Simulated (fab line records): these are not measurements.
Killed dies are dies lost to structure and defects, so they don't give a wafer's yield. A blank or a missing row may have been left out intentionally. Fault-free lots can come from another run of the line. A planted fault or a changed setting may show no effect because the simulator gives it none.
The tool behind it: which one? + flow n5 finfet + 10 lots with 28 wafers sampled at 3 steps, on a route of 1938 steps

## WHAT THE GAUGES READ, wafer by wafer
N5_BEOL_M15_THK_MEAS_50: measures by xrf.
| lot  | measured     | on            | M15_THK (nm) |
|------|--------------|---------------|--------------|
| L398 | day 12 23:05 | film metro-02 | 863 843 851  |
| L403 | day 14 00:40 | film metro-01 | 867 865 863  |
| L404 | day 15 04:10 | film metro-02 | 844 848 854  |
| L408 | day 16 00:10 | film metro-01 | 849 854 852  |
| L409 | day 16 10:44 | film metro-01 | 1253 879     |
| L412 | day 17 03:19 | film metro-01 | 874 1254     |
| L413 | day 17 07:50 | film metro-02 | 834 854 830  |
| L416 | day 17 08:17 | film metro-01 | 869 865 874  |
| L415 | day 17 13:55 | film metro-02 | 873 859 854  |
| L417 | day 18 17:47 | film metro-01 | 871 875 850  |

## EACH LOT AND THE TOOL THAT RAN IT (in order: tool; ch and the chambers of the sampled wafers; start)
| lot  | N5_BEOL_M15_TRENCH_ETCH_34         | N5_BEOL_M15_STRIP_37                          |
|------|------------------------------------|-----------------------------------------------|
| L398 | rie diel-02 ch 0,1,3, day 12 19:58 | rie diel-04 ch 2,3, day 12 23:05 or earlier   |
| L403 | rie diel-05 ch 0,1, day 13 20:13   | rie diel-05 ch 0,2, day 14 00:40 or earlier   |
| L404 | rie diel-02 ch 1,3, day 15 00:29   | rie diel-02 ch 0,2,3, day 15 04:10 or earlier |
| L408 | rie diel-04 ch 0,1,2, day 15 20:13 | rie diel-05 ch 0,2,3, day 16 00:10 or earlier |
| L409 | rie diel-02 ch 0,2, day 16 07:27   | rie diel-04 ch 0,1, day 16 10:44 or earlier   |
| L412 | rie diel-02 ch 0,1, day 16 23:52   | rie diel-02 ch 0, day 17 03:19 or earlier     |
| L413 | rie diel-04 ch 0,1,3, day 17 03:05 | rie diel-02 ch 0,3, day 17 07:50 or earlier   |
| L416 | rie diel-05 ch 1,3, day 17 05:22   | rie diel-02 ch 1,2,3, day 17 08:17 or earlier |
| L415 | rie diel-05 ch 1,2,3, day 17 10:49 | rie diel-05 ch 2,3, day 17 13:55 or earlier   |
| L417 | rie diel-04 ch 0,1,3, day 18 14:13 | rie diel-02 ch 0,1, day 18 17:47 or earlier   |
- N5_BEOL_M15_TRENCH_ETCH_34: etches SiO2 in C4F8/O2/Ar, target depth 872.93 nm, time 199 s.
- N5_BEOL_M15_STRIP_37: strips in O2.

## THE ANSWER, worked out from the rows above alone
Rule: the lots themselves supply what counts as usual. The widest of any qualifying gaps counts: lots, ordered by their means at a reading, are off when they make up no more than a third of the lots, leave a main group of 4 or more, and stand apart from it by 3 or more times the standard deviation of that group's means. A main group whose means are all the same, to the digits that the tables above print for the reading, isn't used. A lot without any number at a reading at which 4 lots or more have one is off too. Any other lot the step has rows for is counted as sound.
Off: at N5_BEOL_M15_THK_MEAS_50 (M15_THK), L409, L412. The main group: mean 857 nm, standard deviation 9.6.
If a tool, at a process step before that reading, ran all the lots that are off and no sound lot after the first of them, it fits. Gauges at N5_BEOL_M15_THK_MEAS_50: tried the same way as those tools. Because N5_BEOL_M15_STRIP_37 lacks a start for some lots, the hours and order of its lots are taken from N5_BEOL_M15_THK_MEAS_50. One fits: rie diel-02 at N5_BEOL_M15_TRENCH_ETCH_34. Its last sound lot is L404 (day 15 00:29), its first lot that is off L409 (day 16 07:27): a fault that began between those two fits.

## WHAT THE SIMULATOR PUT IN
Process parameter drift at N5_BEOL_M15_TRENCH_ETCH_34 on rie diel-02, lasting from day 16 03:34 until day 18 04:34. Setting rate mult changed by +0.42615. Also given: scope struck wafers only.
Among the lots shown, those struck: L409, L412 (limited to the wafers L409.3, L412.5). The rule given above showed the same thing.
